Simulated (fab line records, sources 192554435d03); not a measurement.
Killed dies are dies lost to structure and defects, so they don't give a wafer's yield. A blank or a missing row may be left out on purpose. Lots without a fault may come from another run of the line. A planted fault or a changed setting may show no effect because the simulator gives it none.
Which tool did it? | flow n5_finfet | 9 lots, 27 wafers sampled, at 1 step of a route of 1938

WHAT THE GAUGES READ, wafer by wafer
N5_BEOL_M4_RC_MEAS_101. Usual: DIBL_N 36.4 mV/V, standard deviation 1.4; DIBL_P 36.4 mV/V, standard deviation 1.5; IOFF_N 0.156 nA/um, standard deviation 0.022; IOFF_P 0.210 nA/um, standard deviation 0.023; ION_N 675 uA/um, standard deviation 9.1; ION_P 463 uA/um, standard deviation 5.7; SS_N 71.6 mV/dec, standard deviation 0.45; SS_P 73.3 mV/dec, standard deviation 0.56; VT_N 250 mV, standard deviation 3.1; VT_P -250.3 mV, standard deviation 2.3.
lot  | measured     | on        | DIBL_N (mV/V)  | DIBL_P (mV/V)  | IOFF_N (nA/um)    | IOFF_P (nA/um)    | ION_N (uA/um) | ION_P (uA/um) | SS_N (mV/dec)  | SS_P (mV/dec)  | VT_N (mV)   | VT_P (mV)            | flag
L454 | day 9 06:28  | prober-01 | 35.5 38.7 37.8 | 32.1 36.9 35.6 | 0.117 0.175 0.158 | 0.181 0.263 0.238 | 667 674 680   | 459 463 465   | 71.3 72.3 72.1 | 73.0 73.6 74.2 | 259 249 251 | -252.0 -247.5 -249.4 |
L456 | day 10 06:00 | prober-02 | 34.5 35.7 35.5 | 34.8 36.9 37.1 | 0.139 0.163 0.166 | 0.180 0.217 0.213 | 663 672 678   | 453 459 462   | 71.0 71.0 71.6 | 72.3 73.5 73.3 | 252 248 248 | -248.9 -248.0 -248.4 |
L469 | day 12 16:17 | prober-01 | 36.2 37.6 37.3 | 33.8 36.6 36.0 | 0.155 0.175 0.173 | 0.191 0.228 0.223 | 677 684 687   | 456 468 465   | 71.6 71.5 71.4 | 72.4 73.7 73.1 | 248 249 248 | -249.8 -247.9 -247.1 |
L470 | day 13 01:37 | prober-01 | 37.7 37.9 38.8 | 38.4 38.2 40.0 | 0.171 0.176 0.190 | 0.213 0.225 0.240 | 681 681 691   | 467 465 463   | 71.7 72.3 71.6 | 73.4 73.7 73.7 | 250 249 249 | -251.3 -249.6 -248.2 |
L472 | day 13 18:05 | prober-02 | 39.0 37.2 37.0 | 37.6 35.8 35.3 | 0.191 0.156 0.150 | 0.251 0.227 0.210 | 683 678 674   | 470 469 462   | 72.0 71.0 71.3 | 73.5 73.2 73.4 | 250 251 253 | -247.7 -247.3 -249.9 |
L474 | day 14 03:29 | prober-02 | 35.8 34.8 35.5 | 35.7 34.3 35.9 | 0.152 0.131 0.142 | 0.211 0.188 0.224 | 673 672 673   | 468 465 467   | 71.3 71.2 71.6 | 73.6 73.3 73.2 | 252 251 252 | -248.7 -250.2 -248.7 |
L475 | day 14 05:38 | prober-01 | 37.2 38.5 36.9 | 37.8 37.8 36.5 | 0.178 0.199 0.160 | 0.224 0.230 0.202 | 680 683 681   | 465 464 466   | 71.8 72.1 71.9 | 73.4 73.7 73.5 | 246 247 248 | -249.6 -250.2 -252.1 |
L476 | day 14 15:42 | prober-02 | 37.2 36.8 35.9 | 38.6 37.0 35.9 | 0.187 0.166 0.152 | 0.259 0.228 0.212 | 685 671 675   | 477 465 467   | 72.3 72.1 71.6 | 73.5 74.1 73.8 | 246 248 249 | -249.3 -249.0 -250.1 |
L477 | day 15 06:20 | prober-02 | 37.0 35.1 36.8 | 38.0 36.5 38.2 | 0.164 0.139 0.174 | 0.233 0.205 0.235 | 669 669 676   | 468 465 467   | 71.6 71.4 71.8 | 73.6 72.4 72.8 | 250 252 249 | -249.7 -248.6 -249.1 |

WHICH TOOL RAN EACH LOT (tool, then ch and the chambers of the sampled wafers, then the start)
The record holds no process step before these readings.

WHAT THE TOOLS THEMSELVES READ (means of the sampled wafers that have a number; where no wafer has one, the mark that the record gives instead)
The record holds no such reading with a usual standard deviation.

THE ANSWER, worked out from the rows above alone
Rule: a lot is off if the mean of its wafers that have a number lies more than 3 standard deviations from the usual mean. A lot without any number at a reading at which 4 lots or more have one is off too. The other lots that the step has rows for count as sound. The gauges are gone through in route order, then the tools' own readings, and for those a lot's mean is taken as printed above. The first step at which some lot is off is used, and at that step the reading that is off furthest; a lot without a number counts as furthest.
No lot is off at any reading shown: from this, nothing can be told.

WHAT THE SIMULATOR HAD PUT IN
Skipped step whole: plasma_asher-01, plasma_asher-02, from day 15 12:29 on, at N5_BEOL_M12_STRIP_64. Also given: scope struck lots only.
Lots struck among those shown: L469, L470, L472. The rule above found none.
